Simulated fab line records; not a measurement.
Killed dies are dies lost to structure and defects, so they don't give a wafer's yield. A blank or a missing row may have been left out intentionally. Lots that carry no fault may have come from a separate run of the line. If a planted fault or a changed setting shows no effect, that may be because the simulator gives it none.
Which tool was responsible? + flow n5_finfet + 10 lots with 28 wafers sampled at 5 steps, on a route of 1938 steps

## WHAT THE GAUGES READ, wafer by wafer
The record lacks any reading of a measuring or inspecting step that a usual standard deviation could be used to judge.

## TOOL THAT RAN EACH LOT (tool first, then ch and the chambers of the sampled wafers, then the start)
| lot  | N5_MIM_TOP_ALD_02                           | N5_MIM_TOP_ETCH_PECVD_03        | N5_MIM_BOT_ETCH_ETCH_04            | N5_MIM_BOT_ETCH_ETCH_00           | N5_PASSIVATION_PROBE_49 |
|------|---------------------------------------------|---------------------------------|------------------------------------|-----------------------------------|-------------------------|
| L708 | ald_hk-01 ch 0,1,2, day 12 16:30 or earlier | pecvd-02 ch 1,2, day 12 16:30   | rie_diel-06 ch 1,3, day 12 17:01   | rie_metal-01 ch 0, day 12 17:11   | -                       |
| L709 | ald_hk-02 ch 0,1,2, day 13 06:51 or earlier | pecvd-01 ch 0,1, day 13 06:51   | rie_diel-06 ch 0,2,3, day 13 07:29 | rie_metal-01 ch 0,1, day 13 07:40 | -                       |
| L713 | ald_hk-03 ch 0,3, day 14 07:37 or earlier   | pecvd-01 ch 0,1,2, day 14 07:37 | rie_diel-06 ch 0,1,3, day 14 08:35 | rie_metal-01 ch 1, day 14 08:46   | -                       |
| L718 | ald_hk-01 ch 0,1,2, day 15 19:53 or earlier | pecvd-04 ch 0,2, day 15 19:53   | rie_diel-01 ch 0,1,2, day 15 20:23 | rie_metal-03 ch 0, day 15 20:34   | prober-01, day 16 04:38 |
| L721 | ald_hk-01 ch 0,2,3, day 16 08:40 or earlier | pecvd-04 ch 0,1,2, day 16 08:40 | rie_diel-06 ch 0,1,2, day 16 09:17 | rie_metal-03 ch 0,1, day 16 09:28 | -                       |
| L724 | ald_hk-02 ch 1,2,3, day 16 08:48 or earlier | pecvd-02 ch 0,1, day 16 08:48   | rie_diel-06 ch 0,1,3, day 16 09:25 | rie_metal-02 ch 0, day 16 09:36   | prober-02, day 16 20:26 |
| L723 | ald_hk-02 ch 0,3, day 16 14:38 or earlier   | pecvd-02 ch 0,1, day 16 14:38   | rie_diel-05 ch 2,3, day 16 15:16   | rie_metal-02 ch 0,1, day 16 15:26 | -                       |
| L727 | ald_hk-03 ch 0,2,3, day 17 11:19 or earlier | pecvd-02 ch 0,2, day 17 11:19   | rie_diel-06 ch 0,2,3, day 17 11:56 | rie_metal-01 ch 0,1, day 17 12:07 | prober-01, day 17 23:24 |
| L730 | ald_hk-03 ch 0,1,2, day 17 23:23 or earlier | pecvd-01 ch 1,2, day 17 23:23   | rie_diel-01 ch 0,3, day 18 00:04   | rie_metal-02 ch 0,1, day 18 00:15 | -                       |
| L729 | ald_hk-03 ch 0, day 18 03:59 or earlier     | pecvd-04 ch 1,2, day 18 03:59   | rie_diel-01 ch 2,3, day 18 04:38   | rie_metal-02 ch 1, day 18 04:52   | -                       |
- N5_MIM_TOP_ALD_02: deposits Al2O3, purge time 3 s, co reactant pulse time 3 s.
- N5_MIM_TOP_ETCH_PECVD_03: deposits SiNx from SiH4/NH3/N2, target thk 20 nm, time 17.6 s.
- N5_MIM_BOT_ETCH_ETCH_04: etches SiNx in CF4/O2, target depth 26 nm, time 13 s.
- N5_MIM_BOT_ETCH_ETCH_00: etches TiN in Cl2/BCl3, target depth 45.5 nm.
- N5_PASSIVATION_PROBE_49

## AS READ BY THE TOOLS THEMSELVES (means over the sampled wafers that have a number; for cases with no such wafer, the mark the record gives instead)
N5_MIM_TOP_ALD_02. Usual: precursor_pulse_height_rel 0.999, standard deviation 0.02.
| lot  | tool      | precursor_pulse_height_rel | flag |
|------|-----------|----------------------------|------|
| L708 | ald_hk-01 | 0.989                      |      |
| L709 | ald_hk-02 | 1.011                      |      |
| L713 | ald_hk-03 | 0.999                      |      |
| L718 | ald_hk-01 | 0.998                      |      |
| L721 | ald_hk-01 | 1.001                      |      |
| L724 | ald_hk-02 | 1.006                      |      |
| L723 | ald_hk-02 | 1.010                      |      |
| L727 | ald_hk-03 | 1.012                      |      |
| L730 | ald_hk-03 | 0.977                      |      |
| L729 | ald_hk-03 | 1.024                      |      |

N5_MIM_TOP_ETCH_PECVD_03. Usual: chamber_pressure_Torr 1.499 Torr, standard deviation 0.0035; heater_power_w 772 W, standard deviation 77; showerhead_plenum_p_Torr 5.12 Torr, standard deviation 0.076; throttle_valve_pct 39.3 %, standard deviation 2.4.
| lot  | tool     | chamber_pressure_Torr (Torr) | heater_power_w (W) | showerhead_plenum_p_Torr (Torr) | throttle_valve_pct (%) | flag |
|------|----------|------------------------------|--------------------|---------------------------------|------------------------|------|
| L708 | pecvd-02 | 1.498                        | 715                | 5.16                            | 37.6                   |      |
| L709 | pecvd-01 | 1.499                        | 723                | 5.04                            | 41.4                   |      |
| L713 | pecvd-01 | 1.500                        | 792                | 5.05                            | 39.8                   |      |
| L718 | pecvd-04 | 1.501                        | 778                | 5.16                            | 39.5                   |      |
| L721 | pecvd-04 | 1.501                        | 754                | 5.19                            | 39.0                   |      |
| L724 | pecvd-02 | 1.501                        | 736                | 5.17                            | 40.9                   |      |
| L723 | pecvd-02 | 1.506                        | 732                | 5.14                            | 40.6                   |      |
| L727 | pecvd-02 | 1.503                        | 748                | 5.10                            | 38.2                   |      |
| L730 | pecvd-01 | 1.495                        | 793                | 5.02                            | 39.8                   |      |
| L729 | pecvd-04 | 1.499                        | 717                | 5.22                            | 37.8                   |      |

N5_MIM_BOT_ETCH_ETCH_04. Usual: bias_w 48.97 W, standard deviation 0.14; chamber_pressure_mTorr 40.00 mTorr, standard deviation 0.044; drypump_motor_current_A 5.6 A, standard deviation 0.43; mfc_ar_sccm 100.0 sccm, standard deviation 0.31; oes_product_au 0.82 a.u., standard deviation 0.062; rf_vpp_V 242 V, standard deviation 4.5; showerhead_plenum_p_Torr 2.22 Torr, standard deviation 0.06; throttle_valve_pct 15.96 %, standard deviation 0.17.
| lot  | tool        | bias_w (W) | chamber_pressure_mTorr (mTorr) | drypump_motor_current_A (A) | mfc_ar_sccm (sccm) | oes_product_au (a.u.) | rf_vpp_V (V) | showerhead_plenum_p_Torr (Torr) | throttle_valve_pct (%) | flag |
|------|-------------|------------|--------------------------------|-----------------------------|--------------------|-----------------------|--------------|---------------------------------|------------------------|------|
| L708 | rie_diel-06 | 49.13      | 40.03                          | 5.5                         | 100.0              | 0.83                  | 244          | 2.20                            | 15.98                  |      |
| L709 | rie_diel-06 | 48.84      | 40.04                          | 5.2                         | 99.8               | 0.80                  | 243          | 2.25                            | 15.99                  |      |
| L713 | rie_diel-06 | 48.93      | 40.03                          | 5.5                         | 100.0              | 0.86                  | 242          | 2.26                            | 15.96                  |      |
| L718 | rie_diel-01 | 49.01      | 39.99                          | 5.5                         | 100.0              | 0.80                  | 240          | 2.21                            | 15.95                  |      |
| L721 | rie_diel-06 | 48.96      | 40.01                          | 5.6                         | 99.8               | 0.79                  | 242          | 2.27                            | 15.97                  |      |
| L724 | rie_diel-06 | 48.99      | 40.01                          | 5.5                         | 100.3              | 0.83                  | 242          | 2.26                            | 16.00                  |      |
| L723 | rie_diel-05 | 49.04      | 40.00                          | 6.0                         | 100.2              | 0.82                  | 240          | 2.18                            | 16.05                  |      |
| L727 | rie_diel-06 | 49.00      | 40.00                          | 5.2                         | 100.2              | 0.77                  | 244          | 2.24                            | 16.06                  |      |
| L730 | rie_diel-01 | 49.08      | 40.00                          | 5.5                         | 100.1              | 0.81                  | 237          | 2.22                            | 15.96                  |      |
| L729 | rie_diel-01 | 49.06      | 40.01                          | 5.2                         | 100.2              | 0.84                  | 246          | 2.22                            | 15.87                  |      |

N5_MIM_BOT_ETCH_ETCH_00. Usual: bias_w 126.0 W, standard deviation 0.38; chamber_pressure_mTorr 10.000 mTorr, standard deviation 0.0087; drypump_motor_current_A 5.9 A, standard deviation 0.62; mfc_ar_sccm 25.00 sccm, standard deviation 0.079; oes_product_au 0.81 a.u., standard deviation 0.08; throttle_valve_pct 21.8 %, standard deviation 0.37.
| lot  | tool         | bias_w (W) | chamber_pressure_mTorr (mTorr) | drypump_motor_current_A (A) | mfc_ar_sccm (sccm) | oes_product_au (a.u.) | throttle_valve_pct (%) | flag |
|------|--------------|------------|--------------------------------|-----------------------------|--------------------|-----------------------|------------------------|------|
| L708 | rie_metal-01 | 126.1      | 9.997                          | 4.7                         | 24.94              | 0.87                  | 22.0                   |      |
| L709 | rie_metal-01 | 126.2      | 10.000                         | 5.8                         | 24.98              | 0.91                  | 21.5                   |      |
| L713 | rie_metal-01 | 126.2      | 9.998                          | 6.3                         | 24.95              | 0.92                  | 21.2                   |      |
| L718 | rie_metal-03 | 120.3      | 10.000                         | 6.3                         | 25.01              | 0.83                  | 21.9                   | OFF  |
| L721 | rie_metal-03 | 119.8      | 9.998                          | 6.4                         | 24.98              | 0.81                  | 21.9                   | OFF  |
| L724 | rie_metal-02 | 126.0      | 10.000                         | 5.6                         | 25.07              | 0.69                  | 21.8                   |      |
| L723 | rie_metal-02 | 125.8      | 9.989                          | 5.8                         | 24.88              | 0.71                  | 22.1                   |      |
| L727 | rie_metal-01 | 125.9      | 10.000                         | 5.7                         | 25.02              | 0.88                  | 21.5                   |      |
| L730 | rie_metal-02 | 125.7      | 9.999                          | 5.7                         | 25.00              | 0.70                  | 22.0                   |      |
| L729 | rie_metal-02 | 125.8      | 10.012                         | 6.1                         | 25.09              | 0.72                  | 22.4                   |      |

N5_PASSIVATION_PROBE_49. Usual: defect_limited_yield 91.3 %, standard deviation 1.5; killed_at_M0_to_M3 31, standard deviation 11; killed_at_M4_up 14, standard deviation 5.1; killed_at_contacts 12, standard deviation 5.6; killed_at_front_end 42, standard deviation 12; killed_at_other 3.8, standard deviation 2.9; killed_dies 103, standard deviation 18; killed_open 67, standard deviation 14; killed_short 33, standard deviation 8; sort_bin_4_leakage 0.00 %, standard deviation 0.0073; sort_bin_5_function 5.1 %, standard deviation 1; sort_bin_6_memory 3.2 %, standard deviation 0.75; sort_n_pass 1077, standard deviation 18; sort_yield_pct 91.3 %, standard deviation 1.5.
| lot  | tool      | defect_limited_yield (%) | killed_at_M0_to_M3 | killed_at_M4_up | killed_at_contacts | killed_at_front_end | killed_at_other | killed_dies | killed_open | killed_short | sort_bin_4_leakage (%) | sort_bin_5_function (%) | sort_bin_6_memory (%) | sort_n_pass | sort_yield_pct (%) | flag |
|------|-----------|--------------------------|--------------------|-----------------|--------------------|---------------------|-----------------|-------------|-------------|--------------|------------------------|-------------------------|-----------------------|-------------|--------------------|------|
| L718 | prober-01 | 91.2                     | 31                 | 12              | 12                 | 40                  | 8.3             | 104         | 61          | 36           | 0.00                   | 5.1                     | 2.9                   | 1076        | 91.2               |      |
| L724 | prober-02 | 92.0                     | 34                 | 12              | 7                  | 38                  | 4.0             | 94          | 59          | 34           | 0.00                   | 4.3                     | 3.1                   | 1086        | 92.0               |      |
| L727 | prober-01 | 88.8                     | 37                 | 17              | 26                 | 46                  | 6.3             | 133         | 89          | 42           | 0.00                   | 7.2                     | 3.7                   | 1047        | 88.8               |      |

## THE ANSWER, worked out from the rows above alone
Rule: take the mean of a lot's wafers that have a number; if it is more than 3 standard deviations from the usual mean, the lot is off. Also off: a lot with no number at a reading for which 4 or more lots have one. All remaining lots with rows at the step are treated as sound. Order of review: gauges by route order, followed by the tools' own readings, for which a lot's mean as printed above is used. The first step at which some lot is off is used, and at that step the reading that is off furthest; a lot without a number counts as furthest.
Off at N5_MIM_BOT_ETCH_ETCH_00 (bias_w): L718, L721.
If a tool, at that step or one of the process steps before it, ran each lot that is off and ran no sound lot following the first of them, it fits. N5_MIM_TOP_ALD_02: start missing for some lots; hours and lot order therefore follow N5_MIM_TOP_ETCH_PECVD_03. 2 tools fit, ald_hk-01 at N5_MIM_TOP_ALD_02 and rie_metal-03 at N5_MIM_BOT_ETCH_ETCH_00, so this cannot tell which one it is.

## WHAT THE SIMULATOR HAD PUT IN
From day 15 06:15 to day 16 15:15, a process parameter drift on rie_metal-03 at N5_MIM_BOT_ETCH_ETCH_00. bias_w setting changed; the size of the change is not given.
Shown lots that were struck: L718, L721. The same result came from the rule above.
